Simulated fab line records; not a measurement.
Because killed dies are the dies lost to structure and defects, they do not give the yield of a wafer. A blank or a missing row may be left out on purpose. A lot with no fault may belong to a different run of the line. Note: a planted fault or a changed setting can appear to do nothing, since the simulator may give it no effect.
Matching of chambers    flow n5-finfet    4 sister chambers for N5_HKMG_FIN_CMP_94 on cmp-03
The step polishes, stops on SiNx, t overpolish 4.7 s, target thk 43.299 nm. 4 wafers are shown with their chamber, then 10 later ones without.

WAFERS PAIRED WITH THEIR CHAMBERS
wafer   chamber  motor-current-A (A)
L087.5  1        11.7
L088.2  3        12.4
L090.2  2        10.1
L090.3  0        12.2

WAFERS WHOSE CHAMBER IS MISSING
wafer   motor-current-A (A)
L090.4  11.9
L091.3  11.7
L091.5  10.4
L091.6  11.3
L094.1  12.0
L094.5  11.6
L094.6  11.3
L095.2  12.5
L095.3  12.4
L095.5  11.7

CHAMBER TAKEN BY EACH
wafer    from the rows above            in truth
L090.4   can't be placed: 1 or 0 or 3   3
L091.3   1                              1
L091.5   2                              2
L091.6   1                              1
L094.1   can't be placed: 0 or 1 or 3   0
L094.5   1                              1
L094.6   1                              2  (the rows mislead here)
L095.2   can't be placed: 3 or 0        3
L095.3   can't be placed: 3 or 0        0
L095.5   1                              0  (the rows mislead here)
Correctly placed: 4 of 10. Unplaceable from these rows: 4, with the true chamber sitting among the candidates in 4. Number placed wrongly: 2.
How it was worked out, from the rows above alone: a wafer's distance from a chamber is the root of the sum, over the readings, of the square of ((its reading less the chamber's mean) divided by the reading's scatter). The wafer belongs to the nearest chamber; if the next one is less than 2 further off, it can't be placed. For every chamber, the mean is computed from those of its wafers that are shown. The scatter: with one shown wafer a chamber, the root of the mean of the squares of how far each hidden wafer lies from its nearest shown one.
